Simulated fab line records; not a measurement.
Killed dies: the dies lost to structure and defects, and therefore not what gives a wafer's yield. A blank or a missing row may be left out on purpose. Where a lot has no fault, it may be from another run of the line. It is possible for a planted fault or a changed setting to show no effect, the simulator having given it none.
fab line records -- flow n5Finfet
record lots=24, wafers=72, lastDay=17
route steps=1938 shown BEOL_M11@1590 BEOL_M12@1634 BEOL_M13@1713 BEOL_M14@1761 BEOL_M15@1773
lots untouched by any fault: they come from a run of this same line in which no faults occurred
startH: start of the lot's first displayed wafer, in hours after the record's first day -- waitH: time in hours since the lot's previous step -- " unchanged from the row above -- L1.1+2: one row covering several wafers at once -- - either no value or no given start -- * or withheld: withheld -- < > ~ a bound
route shown NAME@n: NAME is a module with steps in the file, n the number in the route of the first one -- usual: the fault-free wafers' mean and standard deviation -- same: alike in all rows -- chamber/n: place in a boat -- sites: readings site by site -- _std_site: the values' standard deviation -- _edge_site: mean of outer sites minus mean of inner sites -- radiusMm: how far each site lies from the wafer's centre -- mask NAME#n: copy n -- behind: the last tool/chamber to shape the wafer -- hold: reason for holding the lot/hours on hold/outcome of the hold -- device: names the non-switching transistor (n, p or np) -- end of line: tests run on the same wafers once the route is complete -- for a step that has no rows: nothing shown but its recipe -- killed: the dies lost at the first sort to structure and to defects; this is not the yield of the wafer -- map: per-die view of a wafer (x killed, . not killed, _ where there is no die)
set.NAME: the setting as run; set.NAME@STEP: as run at that earlier step -- model.NAME: the simulator's own value behind a step, which no gauge read
a sample of lots followed through the steps of the route, with each step as a table and each wafer as a row
services: a tool's chamber out of use, with start hour (startH, from the record's first day; less than 0 if before it), hours out, and reason
## steps
# step N5_BEOL_M11_ALD_74
# recipe material=TaN, targetThkA=20, tempC=275, aldPrecursorFamily=PDMAT, aldCoReactant=NH3, pressureTorr=3, carrierFlowSccm=1500, pulseTimeS=2, purgeTimeS=3, coReactantPurgeTimeS=2, coReactantPulseTimeS=3, aldCycles=40, precursorVesselTempC=75, precursorVesselPressureTorr=26.25, precursorVesselCarrierSccm=1000
# usual heaterPowerW=419/38
lot.wafer,tool,chamber,startH,waitH,heaterPowerW
L075.4,aldMetal-03,2,231.52,0.1,366
L075.5,aldMetal-03,3,231.52,0.1,420
L075.6,aldMetal-03,0,231.52,0.1,493
L074.2,aldMetal-01,0,232.41,0.3,369
L074.3,aldMetal-01,1,232.41,0.3,470
L074.4,aldMetal-01,3,232.41,0.3,407
L076.2,aldMetal-02,2,242.80,0.1,373
L076.3,aldMetal-02,0,242.80,0.1,451
L076.6,aldMetal-02,2,242.80,0.1,372
L078.2,aldMetal-01,1,246.35,0.1,455
L078.3,aldMetal-01,3,246.35,0.1,400
L078.4,aldMetal-01,0,246.35,0.1,365
L077.3,aldMetal-02,0,249.42,0.1,434
L077.5,aldMetal-02,2,249.42,0.1,369
L077.6,aldMetal-02,1,249.42,0.1,405
L080.1,aldMetal-01,0,253.51,0.0,373
L080.3,aldMetal-01,3,253.51,0.0,402
L080.4,aldMetal-01,2,253.51,0.0,428
L079.1,aldMetal-03,0,256.24,0.0,503
L079.2,aldMetal-03,1,256.24,0.0,434
L079.6,aldMetal-03,0,256.24,0.0,492
L081.1,aldMetal-01,3,257.01,0.1,410
L081.3,aldMetal-01,0,257.01,0.1,365
L081.6,aldMetal-01,2,257.01,0.1,441
L083.1,aldMetal-01,1,275.66,0.0,464
L083.4,aldMetal-01,0,275.66,0.0,365
L083.5,aldMetal-01,0,275.66,0.0,369
L082.1,aldMetal-03,2,276.04,0.3,366
L082.3,aldMetal-03,3,276.04,0.3,423
L082.4,aldMetal-03,1,276.04,0.3,427
L084.2,aldMetal-03,2,277.95,0.1,362
L084.3,aldMetal-03,3,277.95,0.1,421
L084.6,aldMetal-03,3,277.95,0.1,421
L085.2,aldMetal-01,2,281.89,0.0,431
L085.4,aldMetal-01,3,281.89,0.0,397
L085.5,aldMetal-01,2,281.89,0.0,429
L086.2,aldMetal-01,0,285.54,0.0,379
L086.3,aldMetal-01,2,285.54,0.0,434
L086.6,aldMetal-01,2,285.54,0.0,437
L089.1,aldMetal-02,3,305.52,0.1,458
L089.2,aldMetal-02,2,305.52,0.1,381
L089.3,aldMetal-02,1,305.52,0.1,402
L087.3,aldMetal-01,3,306.70,0.0,406
L087.5,aldMetal-01,3,306.70,0.0,401
L087.6,aldMetal-01,2,306.70,0.0,419
L088.1,aldMetal-03,1,314.26,0.0,422
L088.5,aldMetal-03,0,314.26,0.0,499
L088.6,aldMetal-03,3,314.26,0.0,423
L090.1,aldMetal-02,3,323.57,0.0,451
L090.3,aldMetal-02,0,323.57,0.0,450
L090.5,aldMetal-02,2,323.57,0.0,371
L091.2,aldMetal-03,0,323.65,0.0,498
L091.5,aldMetal-03,2,323.65,0.0,369
L091.6,aldMetal-03,1,323.65,0.0,428
L093.2,aldMetal-01,1,334.82,0.1,466
L093.3,aldMetal-01,0,334.82,0.1,374
L093.4,aldMetal-01,2,334.82,0.1,433
L092.1,aldMetal-02,2,338.03,0.1,381
L092.2,aldMetal-02,3,338.03,0.1,444
L092.4,aldMetal-02,0,338.03,0.1,444
L095.2,aldMetal-01,1,344.12,0.0,464
L095.5,aldMetal-01,1,344.12,0.0,458
L095.6,aldMetal-01,0,344.12,0.0,371
L094.3,aldMetal-02,0,347.74,0.1,440
L094.4,aldMetal-02,1,347.74,0.1,405
L094.6,aldMetal-02,2,347.74,0.1,371
L096.4,aldMetal-01,3,354.70,0.1,400
L096.5,aldMetal-01,1,354.70,0.1,464
L096.6,aldMetal-01,2,354.70,0.1,436
L097.2,aldMetal-02,0,369.36,0.0,449
L097.4,aldMetal-02,0,369.36,0.0,441
L097.6,aldMetal-02,2,369.36,0.0,367
# step N5_BEOL_M12_INSPECT_30
# recipe mode=adi, inspectInstrument=macro
# usual rawDefectCount=2.2/1.4
lot.wafer,tool,chamber,startH,waitH,rawDefectCount
L075.4,defectInspect-01,-,234.89,0.0,4
L075.5,defectInspect-01,-,234.89,0.0,1
L075.6,defectInspect-01,-,234.89,0.0,1
L074.2,defectInspect-02,-,236.57,0.0,2
L074.3,defectInspect-02,-,236.57,0.0,1
L074.4,defectInspect-02,-,236.57,0.0,2
L076.2,defectInspect-01,-,246.52,0.0,2
L076.3,defectInspect-01,-,246.52,0.0,5
L076.6,defectInspect-01,-,246.52,0.0,1
L078.2,defectInspect-02,-,249.81,0.0,5
L078.3,defectInspect-02,-,249.81,0.0,1
L078.4,defectInspect-02,-,249.81,0.0,0
L077.3,defectInspect-01,-,253.14,0.0,3
L077.5,defectInspect-01,-,253.14,0.0,1
L077.6,defectInspect-01,-,253.14,0.0,3
L080.1,defectInspect-02,-,257.24,0.0,3
L080.3,defectInspect-02,-,257.24,0.0,3
L080.4,defectInspect-02,-,257.24,0.0,4
L079.1,defectInspect-01,-,260.02,0.0,3
L079.2,defectInspect-01,-,260.02,0.0,4
L079.6,defectInspect-01,-,260.02,0.0,1
L081.1,defectInspect-02,-,261.66,0.0,0
L081.3,defectInspect-02,-,261.66,0.0,4
L081.6,defectInspect-02,-,261.66,0.0,2
L083.1,defectInspect-01,-,279.43,0.0,2
L083.4,defectInspect-01,-,279.43,0.0,2
L083.5,defectInspect-01,-,279.43,0.0,2
L082.1,defectInspect-02,-,279.46,0.0,2
L082.3,defectInspect-02,-,279.46,0.0,2
L082.4,defectInspect-02,-,279.46,0.0,0
L084.2,defectInspect-01,-,281.58,0.0,2
L084.3,defectInspect-01,-,281.58,0.0,1
L084.6,defectInspect-01,-,281.58,0.0,3
L085.2,defectInspect-02,-,285.09,0.0,1
L085.4,defectInspect-02,-,285.09,0.0,3
L085.5,defectInspect-02,-,285.09,0.0,1
L086.2,defectInspect-01,-,289.29,0.0,2
L086.3,defectInspect-01,-,289.29,0.0,1
L086.6,defectInspect-01,-,289.29,0.0,1
L089.1,defectInspect-01,-,308.77,0.0,3
L089.2,defectInspect-01,-,308.77,0.0,1
L089.3,defectInspect-01,-,308.77,0.0,4
L087.3,defectInspect-02,-,310.04,0.0,1
L087.5,defectInspect-02,-,310.04,0.0,3
L087.6,defectInspect-02,-,310.04,0.0,4
L088.1,defectInspect-01,-,317.31,0.0,5
L088.5,defectInspect-01,-,317.31,0.0,2
L088.6,defectInspect-01,-,317.31,0.0,2
L090.1,defectInspect-02,-,326.72,0.0,2
L090.3,defectInspect-02,-,326.72,0.0,0
L090.5,defectInspect-02,-,326.72,0.0,4
L091.2,defectInspect-02,-,326.98,0.0,3
L091.5,defectInspect-02,-,326.98,0.0,2
L091.6,defectInspect-02,-,326.98,0.0,0
L093.2,defectInspect-01,-,338.52,0.0,1
L093.3,defectInspect-01,-,338.52,0.0,3
L093.4,defectInspect-01,-,338.52,0.0,0
L092.1,defectInspect-02,-,341.34,0.0,1
L092.2,defectInspect-02,-,341.34,0.0,1
L092.4,defectInspect-02,-,341.34,0.0,2
L095.2,defectInspect-01,-,347.74,0.0,2
L095.5,defectInspect-01,-,347.74,0.0,2
L095.6,defectInspect-01,-,347.74,0.0,0
L094.3,defectInspect-01,-,351.05,0.0,4
L094.4,defectInspect-01,-,351.05,0.0,2
L094.6,defectInspect-01,-,351.05,0.0,6
L096.4,defectInspect-02,-,357.97,0.0,7
L096.5,defectInspect-02,-,357.97,0.0,2
L096.6,defectInspect-02,-,357.97,0.0,2
L097.2,defectInspect-02,-,374.16,0.0,1
L097.4,defectInspect-02,-,374.16,0.0,0
L097.6,defectInspect-02,-,374.16,0.0,1
# step N5_BEOL_M13_DEP_53
# recipe material=SiCN, targetThkA=500, tempC=withheld, precursor=3MS/NH3, pressureTorr=3, rfW=675, timeS=17.8
# usual showerheadPlenumPTorr=4.155/0.02, throttleValvePct=18.4/0.67
# same timeS=17.8
lot.wafer,tool,chamber,startH,waitH,showerheadPlenumPTorr,throttleValvePct
L075.4,pecvd-04,0,244.80,0.0,4.145,18.3
L075.5,pecvd-04,0,244.80,0.0,4.148,18.7
L075.6,pecvd-04,2,244.80,0.0,4.137,18.8
L074.2,pecvd-03,0,247.17,0.0,4.178,19.3
L074.3,pecvd-03,1,247.17,0.0,4.132,18.4
L074.4,pecvd-03,1,247.17,0.0,4.125,18.3
L076.2,pecvd-04,1,255.20,0.0,4.168,17.9
L076.3,pecvd-04,0,255.20,0.0,4.147,18.5
L076.6,pecvd-04,2,255.20,0.0,4.153,18.5
L078.2,pecvd-04,1,257.83,0.0,4.166,18.2
L078.3,pecvd-04,2,257.83,0.0,4.150,18.6
L078.4,pecvd-04,1,257.83,0.0,4.173,18.0
L077.3,pecvd-04,1,261.45,0.0,4.179,18.3
L077.5,pecvd-04,0,261.45,0.0,4.139,18.8
L077.6,pecvd-04,2,261.45,0.0,4.145,18.6
L080.1,pecvd-02,2,265.54,0.0,4.133,16.9
L080.3,pecvd-02,0,265.54,0.0,4.180,18.7
L080.4,pecvd-02,2,265.54,0.0,4.134,16.7
L079.1,pecvd-04,2,270.74,0.0,4.139,18.4
L079.2,pecvd-04,0,270.74,0.0,4.139,19.0
L079.6,pecvd-04,2,270.74,0.0,4.151,18.8
L081.1,pecvd-04,2,273.67,0.0,4.139,18.9
L081.3,pecvd-04,1,273.67,0.0,4.181,17.9
L081.6,pecvd-04,1,273.67,0.0,4.179,17.9
L083.1,pecvd-02,2,287.48,0.0,4.134,16.8
L083.4,pecvd-02,1,287.48,0.0,4.132,18.7
L083.5,pecvd-02,0,287.48,0.0,4.182,18.8
L082.1,pecvd-03,2,289.14,0.0,4.159,18.1
L082.3,pecvd-03,1,289.14,0.0,4.131,18.3
L082.4,pecvd-03,2,289.14,0.0,4.173,17.5
L084.2,pecvd-04,0,289.32,0.0,4.150,18.7
L084.3,pecvd-04,2,289.32,0.0,4.147,18.7
L084.6,pecvd-04,1,289.32,0.0,4.179,18.0
L085.2,pecvd-02,2,293.09,0.0,4.124,16.6
L085.4,pecvd-02,0,293.09,0.0,4.164,18.7
L085.5,pecvd-02,0,293.09,0.0,4.176,18.7
L086.2,pecvd-04,1,299.71,0.0,4.173,18.1
L086.3,pecvd-04,2,299.71,0.0,4.140,18.8
L086.6,pecvd-04,0,299.71,0.0,4.139,18.6
L089.1,pecvd-03,1,316.16,0.0,4.130,18.5
L089.2,pecvd-03,0,316.16,0.0,4.180,19.6
L089.3,pecvd-03,2,316.16,0.0,4.161,18.0
L087.3,pecvd-02,1,319.00,0.0,4.136,18.3
L087.5,pecvd-02,2,319.00,0.0,4.133,16.7
L087.6,pecvd-02,1,319.00,0.0,4.134,18.4
L088.1,pecvd-03,2,332.06,0.0,4.160,18.1
L088.5,pecvd-03,0,332.06,0.0,4.189,19.7
L088.6,pecvd-03,1,332.06,0.0,4.122,18.5
L090.1,pecvd-03,1,336.97,0.0,4.131,18.3
L090.3,pecvd-03,0,336.97,0.0,4.183,19.6
L090.5,pecvd-03,0,336.97,0.0,4.191,19.7
L091.2,pecvd-03,2,338.34,0.0,4.163,18.1
L091.5,pecvd-03,2,338.34,0.0,4.156,17.9
L091.6,pecvd-03,1,338.34,0.0,4.122,18.1
L093.2,pecvd-04,0,347.39,0.0,4.158,19.0
L093.3,pecvd-04,2,347.39,0.0,4.137,18.9
L093.4,pecvd-04,1,347.39,0.0,4.169,17.9
L092.1,pecvd-03,2,350.20,0.0,4.162,18.2
L092.2,pecvd-03,1,350.20,0.0,4.120,18.2
L092.4,pecvd-03,2,350.20,0.0,4.162,18.0
L095.2,pecvd-03,0,359.75,0.0,4.185,19.5
L095.5,pecvd-03,0,359.75,0.0,4.175,19.5
L095.6,pecvd-03,2,359.75,0.0,4.169,18.2
L094.3,pecvd-04,1,360.54,0.0,4.173,17.9
L094.4,pecvd-04,1,360.54,0.0,4.174,17.8
L094.6,pecvd-04,2,360.54,0.0,4.139,18.9
L096.4,pecvd-04,1,367.65,0.0,4.173,17.9
L096.5,pecvd-04,1,367.65,0.0,4.172,18.2
L096.6,pecvd-04,0,367.65,0.0,4.160,18.8
L097.2,pecvd-04,2,384.23,0.0,4.141,18.9
L097.4,pecvd-04,1,384.23,0.0,4.178,17.9
L097.6,pecvd-04,0,384.23,0.0,4.141,18.3
# step N5_BEOL_M14_PRE_CLEAN_42
# recipe gas=H2/He, timeS=30, tempC=300
# usual heaterPowerW=480/47
# same timeS=30
lot.wafer,tool,chamber,startH,waitH,heaterPowerW
L075.4,pvdSputter-03,-,249.73,0.0,478
L075.5,pvdSputter-03,-,249.73,0.0,550
L075.6,pvdSputter-03,-,249.73,0.0,518
L074.2,pvdSputter-03,-,251.07,0.0,476
L074.3,pvdSputter-03,-,251.07,0.0,466
L074.4,pvdSputter-03,-,251.07,0.0,514
L076.2,pvdSputter-02,-,259.84,0.0,402
L076.3,pvdSputter-02,-,259.84,0.0,483
L076.6,pvdSputter-02,-,259.84,0.0,418
L078.2,pvdSputter-02,-,262.76,0.0,448
L078.3,pvdSputter-02,-,262.76,0.0,423
L078.4,pvdSputter-02,-,262.76,0.0,470
L077.3,pvdSputter-01,-,265.18,0.0,508
L077.5,pvdSputter-01,-,265.18,0.0,511
L077.6,pvdSputter-01,-,265.18,0.0,556
L080.1,pvdSputter-01,-,271.80,0.0,420
L080.3,pvdSputter-01,-,271.80,0.0,451
L080.4,pvdSputter-01,-,271.80,0.0,556
L079.1,pvdSputter-01,-,275.92,0.0,453
L079.2,pvdSputter-01,-,275.92,0.0,507
L079.6,pvdSputter-01,-,275.92,0.0,448
L081.1,pvdSputter-02,-,277.95,0.0,456
L081.3,pvdSputter-02,-,277.95,0.0,431
L081.6,pvdSputter-02,-,277.95,0.0,491
L083.1,pvdSputter-03,-,292.18,0.0,492
L083.4,pvdSputter-03,-,292.18,0.0,472
L083.5,pvdSputter-03,-,292.18,0.0,477
L082.1,pvdSputter-02,-,292.59,0.0,406
L082.3,pvdSputter-02,-,292.59,0.0,430
L082.4,pvdSputter-02,-,292.59,0.0,444
L084.2,pvdSputter-03,-,294.64,0.0,476
L084.3,pvdSputter-03,-,294.64,0.0,476
L084.6,pvdSputter-03,-,294.64,0.0,467
L085.2,pvdSputter-02,-,298.25,0.0,492
L085.4,pvdSputter-02,-,298.25,0.0,425
L085.5,pvdSputter-02,-,298.25,0.0,500
L086.2,pvdSputter-02,-,303.09,0.0,479
L086.3,pvdSputter-02,-,303.09,0.0,446
L086.6,pvdSputter-02,-,303.09,0.0,430
L089.1,pvdSputter-01,-,323.19,0.0,552
L089.2,pvdSputter-01,-,323.19,0.0,416
L089.3,pvdSputter-01,-,323.19,0.0,508
L087.3,pvdSputter-03,-,323.31,0.0,485
L087.5,pvdSputter-03,-,323.31,0.0,485
L087.6,pvdSputter-03,-,323.31,0.0,475
L088.1,pvdSputter-03,-,334.96,0.0,479
L088.5,pvdSputter-03,-,334.96,0.0,483
L088.6,pvdSputter-03,-,334.96,0.0,578
L090.1,pvdSputter-02,-,341.03,0.0,413
L090.3,pvdSputter-02,-,341.03,0.0,464
L090.5,pvdSputter-02,-,341.03,0.0,456
L091.2,pvdSputter-01,-,341.39,0.0,566
L091.5,pvdSputter-01,-,341.39,0.0,518
L091.6,pvdSputter-01,-,341.39,0.0,456
L093.2,pvdSputter-02,-,352.08,0.0,406
L093.3,pvdSputter-02,-,352.08,0.0,447
L093.4,pvdSputter-02,-,352.08,0.0,424
L092.1,pvdSputter-03,-,355.56,0.0,537
L092.2,pvdSputter-03,-,355.56,0.0,479
L092.4,pvdSputter-03,-,355.56,0.0,477
L095.2,pvdSputter-01,-,364.20,0.0,502
L095.5,pvdSputter-01,-,364.20,0.0,452
L095.6,pvdSputter-01,-,364.20,0.0,434
L094.3,pvdSputter-03,-,365.97,0.0,558
L094.4,pvdSputter-03,-,365.97,0.0,479
L094.6,pvdSputter-03,-,365.97,0.0,560
L096.4,pvdSputter-03,-,373.68,0.0,530
L096.5,pvdSputter-03,-,373.68,0.0,519
L096.6,pvdSputter-03,-,373.68,0.0,545
L097.2,pvdSputter-03,-,388.16,0.0,479
L097.4,pvdSputter-03,-,388.16,0.0,509
L097.6,pvdSputter-03,-,388.16,0.0,471
# step N5_BEOL_M14_SPUTTER_44
# recipe material=Ta, targetThkA=150, tempC=50, biasV=80, powerW=15000, chamberPressurePa=0.07, timeS=24.19
# usual throttleValvePct=29.8/0.99
# same timeS=24.19
lot.wafer,tool,chamber,startH,waitH,throttleValvePct
L075.4,pvdSputter-03,-,249.85,0.0,28.7
L075.5,pvdSputter-03,-,249.85,0.0,30.9
L075.6,pvdSputter-03,-,249.85,0.0,28.6
L074.2,pvdSputter-03,-,251.19,0.0,28.7
L074.3,pvdSputter-03,-,251.19,0.0,30.2
L074.4,pvdSputter-03,-,251.19,0.0,28.6
L076.2,pvdSputter-02,-,259.96,0.0,30.2
L076.3,pvdSputter-02,-,259.96,0.0,29.9
L076.6,pvdSputter-02,-,259.96,0.0,30.1
L078.2,pvdSputter-02,-,262.88,0.0,28.4
L078.3,pvdSputter-02,-,262.88,0.0,30.1
L078.4,pvdSputter-02,-,262.88,0.0,30.0
L077.3,pvdSputter-01,-,265.30,0.0,28.4
L077.5,pvdSputter-01,-,265.30,0.0,28.4
L077.6,pvdSputter-01,-,265.30,0.0,29.4
L080.1,pvdSputter-01,-,271.92,0.0,29.1
L080.3,pvdSputter-01,-,271.92,0.0,32.2
L080.4,pvdSputter-01,-,271.92,0.0,29.5
L079.1,pvdSputter-01,-,276.04,0.0,31.7
L079.2,pvdSputter-01,-,276.04,0.0,28.5
L079.6,pvdSputter-01,-,276.04,0.0,31.9
L081.1,pvdSputter-02,-,278.07,0.0,28.4
L081.3,pvdSputter-02,-,278.07,0.0,30.3
L081.6,pvdSputter-02,-,278.07,0.0,29.7
L083.1,pvdSputter-03,-,292.30,0.0,28.4
L083.4,pvdSputter-03,-,292.30,0.0,30.1
L083.5,pvdSputter-03,-,292.30,0.0,28.6
L082.1,pvdSputter-02,-,292.71,0.0,30.0
L082.3,pvdSputter-02,-,292.71,0.0,30.3
L082.4,pvdSputter-02,-,292.71,0.0,28.1
L084.2,pvdSputter-03,-,294.76,0.0,28.9
L084.3,pvdSputter-03,-,294.76,0.0,29.9
L084.6,pvdSputter-03,-,294.76,0.0,30.2
L085.2,pvdSputter-02,-,298.37,0.0,30.0
L085.4,pvdSputter-02,-,298.37,0.0,30.2
L085.5,pvdSputter-02,-,298.37,0.0,30.1
L086.2,pvdSputter-02,-,303.21,0.0,30.1
L086.3,pvdSputter-02,-,303.21,0.0,30.5
L086.6,pvdSputter-02,-,303.21,0.0,30.5
L089.1,pvdSputter-01,-,323.31,0.0,29.7
L089.2,pvdSputter-01,-,323.31,0.0,29.1
L089.3,pvdSputter-01,-,323.31,0.0,28.7
L087.3,pvdSputter-03,-,323.43,0.0,28.4
L087.5,pvdSputter-03,-,323.43,0.0,30.0
L087.6,pvdSputter-03,-,323.43,0.0,29.0
L088.1,pvdSputter-03,-,335.08,0.0,28.7
L088.5,pvdSputter-03,-,335.08,0.0,28.6
L088.6,pvdSputter-03,-,335.08,0.0,30.3
L090.1,pvdSputter-02,-,341.15,0.0,30.1
L090.3,pvdSputter-02,-,341.15,0.0,28.6
L090.5,pvdSputter-02,-,341.15,0.0,28.3
L091.2,pvdSputter-01,-,341.53,0.0,29.7
L091.5,pvdSputter-01,-,341.53,0.0,28.5
L091.6,pvdSputter-01,-,341.53,0.0,32.1
L093.2,pvdSputter-02,-,352.20,0.0,30.3
L093.3,pvdSputter-02,-,352.20,0.0,28.0
L093.4,pvdSputter-02,-,352.20,0.0,30.3
L092.1,pvdSputter-03,-,355.68,0.0,28.7
L092.2,pvdSputter-03,-,355.68,0.0,28.9
L092.4,pvdSputter-03,-,355.68,0.0,29.8
L095.2,pvdSputter-01,-,364.34,0.0,28.5
L095.5,pvdSputter-01,-,364.34,0.0,32.1
L095.6,pvdSputter-01,-,364.34,0.0,29.3
L094.3,pvdSputter-03,-,366.09,0.0,30.6
L094.4,pvdSputter-03,-,366.09,0.0,30.1
L094.6,pvdSputter-03,-,366.09,0.0,30.9
L096.4,pvdSputter-03,-,373.80,0.0,28.7
L096.5,pvdSputter-03,-,373.80,0.0,28.9
L096.6,pvdSputter-03,-,373.80,0.0,30.7
L097.2,pvdSputter-03,-,388.28,0.0,28.6
L097.4,pvdSputter-03,-,388.28,0.0,28.8
L097.6,pvdSputter-03,-,388.28,0.0,30.2
# step N5_BEOL_M15_ILD_DEP_00
# recipe material=SiO2, targetThkA=16293, tempC=400, precursor=TEOS/O2, pressureTorr=6.5, rfW=900, teosFlowSccm=161.4, gas=O2, flowSccm=2650, timeS=346.1
# usual heaterPowerW=520/96, showerheadPlenumPTorr=8.34/0.031, throttleValvePct=19.1/0.8
# same timeS=346.1
lot.wafer,tool,chamber,startH,waitH,heaterPowerW,showerheadPlenumPTorr,throttleValvePct
L075.4,pecvd-03,2,251.12,0.1,357,8.34,18.2
L075.5,pecvd-03,0,251.12,0.1,377,8.37,20.4
L075.6,pecvd-03,1,251.12,0.1,510,8.29,19.1
L074.2,pecvd-01,0,252.83,0.0,547,8.34,19.6
L074.3,pecvd-01,2,252.83,0.0,444,8.39,18.6
L074.4,pecvd-01,2,252.83,0.0,511,8.33,18.3
L076.2,pecvd-03,1,261.13,0.0,522,8.29,18.9
L076.3,pecvd-03,0,261.13,0.0,512,8.39,20.2
L076.6,pecvd-03,0,261.13,0.0,376,8.39,20.3
L078.2,pecvd-01,1,264.06,0.0,665,8.33,19.5
L078.3,pecvd-01,2,264.06,0.0,491,8.35,18.5
L078.4,pecvd-01,1,264.06,0.0,537,8.34,19.3
L077.3,pecvd-03,2,266.47,0.0,403,8.34,18.5
L077.5,pecvd-03,0,266.47,0.0,499,8.38,20.4
L077.6,pecvd-03,1,266.47,0.0,494,8.31,19.0
L080.1,pecvd-02,1,273.09,0.0,479,8.29,18.8
L080.3,pecvd-02,0,273.09,0.0,731,8.36,19.3
L080.4,pecvd-02,0,273.09,0.0,586,8.38,19.2
L079.1,pecvd-02,2,277.21,0.0,531,8.32,17.0
L079.2,pecvd-02,1,277.21,0.0,612,8.31,18.8
L079.6,pecvd-02,0,277.21,0.0,697,8.39,19.6
L081.1,pecvd-01,1,279.25,0.0,574,8.35,19.5
L081.3,pecvd-01,2,279.25,0.0,397,8.35,18.6
L081.6,pecvd-01,2,279.25,0.0,506,8.35,18.5
L083.1,pecvd-02,2,293.48,0.0,493,8.30,17.4
L083.4,pecvd-02,1,293.48,0.0,486,8.34,19.1
L083.5,pecvd-02,2,293.48,0.0,569,8.31,17.5
L082.1,pecvd-03,0,293.96,0.0,515,8.39,20.4
L082.3,pecvd-03,1,293.96,0.0,513,8.29,18.9
L082.4,pecvd-03,0,293.96,0.0,370,8.38,20.3
L084.2,pecvd-03,0,295.94,0.0,499,8.36,20.1
L084.3,pecvd-03,0,295.94,0.0,371,8.41,20.2
L084.6,pecvd-03,0,295.94,0.0,466,8.37,20.3
L085.2,pecvd-03,1,299.55,0.0,645,8.30,19.1
L085.4,pecvd-03,0,299.55,0.0,375,8.37,20.6
L085.5,pecvd-03,2,299.55,0.0,354,8.34,18.8
L086.2,pecvd-01,1,304.38,0.0,577,8.34,19.5
L086.3,pecvd-01,0,304.38,0.0,527,8.36,19.9
L086.6,pecvd-01,2,304.38,0.0,399,8.35,18.5
L089.1,pecvd-03,0,324.48,0.0,488,8.37,20.2
L089.2,pecvd-03,2,324.48,0.0,435,8.33,18.5
L089.3,pecvd-03,1,324.48,0.0,498,8.31,19.2
L087.3,pecvd-02,0,324.73,0.0,594,8.36,19.5
L087.5,pecvd-02,1,324.73,0.0,468,8.33,18.9
L087.6,pecvd-02,2,324.73,0.0,438,8.32,17.6
L088.1,pecvd-03,2,336.43,0.0,442,8.35,18.5
L088.5,pecvd-03,0,336.43,0.0,383,8.37,20.3
L088.6,pecvd-03,1,336.43,0.0,641,8.31,18.7
L090.1,pecvd-01,0,342.49,0.0,397,8.36,19.7
L090.3,pecvd-01,1,342.49,0.0,676,8.36,19.3
L090.5,pecvd-01,0,342.49,0.0,505,8.37,19.9
L091.2,pecvd-03,1,343.03,0.0,509,8.30,19.0
L091.5,pecvd-03,2,343.03,0.0,447,8.35,18.9
L091.6,pecvd-03,1,343.03,0.0,502,8.29,18.9
L093.2,pecvd-02,2,353.39,0.0,477,8.29,17.5
L093.3,pecvd-02,0,353.39,0.0,603,8.34,19.6
L093.4,pecvd-02,1,353.39,0.0,470,8.32,18.9
L092.1,pecvd-02,2,357.10,0.0,590,8.31,17.3
L092.2,pecvd-02,1,357.10,0.0,633,8.31,19.0
L092.4,pecvd-02,1,357.10,0.0,461,8.33,18.7
L095.2,pecvd-01,0,365.53,0.0,495,8.35,19.7
L095.5,pecvd-01,2,365.53,0.0,399,8.34,18.6
L095.6,pecvd-01,1,365.53,0.0,537,8.34,19.4
L094.3,pecvd-03,1,367.29,0.0,660,8.30,18.9
L094.4,pecvd-03,0,367.29,0.0,386,8.38,20.2
L094.6,pecvd-03,1,367.29,0.0,520,8.29,19.2
L096.4,pecvd-03,1,375.33,0.1,633,8.30,18.6
L096.5,pecvd-03,0,375.33,0.1,515,8.39,20.3
L096.6,pecvd-03,2,375.33,0.1,467,8.35,18.7
L097.2,pecvd-02,2,389.48,0.0,590,8.30,17.7
L097.4,pecvd-02,2,389.48,0.0,442,8.29,17.7
L097.6,pecvd-02,0,389.48,0.0,735,8.39,19.3
## services
tool,chamber,startH,hours,kind
pecvd-03,0,235.17,7.8,repair
pecvd-02,-,236.17,23.9,repair
pecvd-04,1,244.42,4.1,repair
pecvd-01,-,264.89,5.5,pm
pecvd-02,1,288.13,5.0,repair
aldMetal-03,-,291.66,0.7,repair
pecvd-03,2,292.78,6.0,repair
pecvd-03,2,304.69,5.5,scheduledDown
pecvd-01,0,309.70,7.9,repair
aldMetal-02,-,310.20,1.5,repair
aldMetal-01,0,310.92,5.6,repair
pecvd-01,-,321.01,6.0,pm
pecvd-04,0,328.23,2.1,scheduledDown
aldMetal-03,-,337.43,14.0,pm
pecvd-03,0,340.68,16.5,scheduledDown
pecvd-01,-,352.23,1.2,repair
pecvd-03,1,357.18,5.5,scheduledDown
pecvd-04,2,363.59,5.0,scheduledDown
aldMetal-02,1,364.38,19.8,repair
pecvd-02,0,366.98,3.3,repair
aldMetal-02,-,373.01,0.8,repair
pecvd-03,1,377.25,5.0,repair
pecvd-03,0,385.75,5.0,scheduledDown
pecvd-04,1,386.35,3.7,repair
## key
fault none
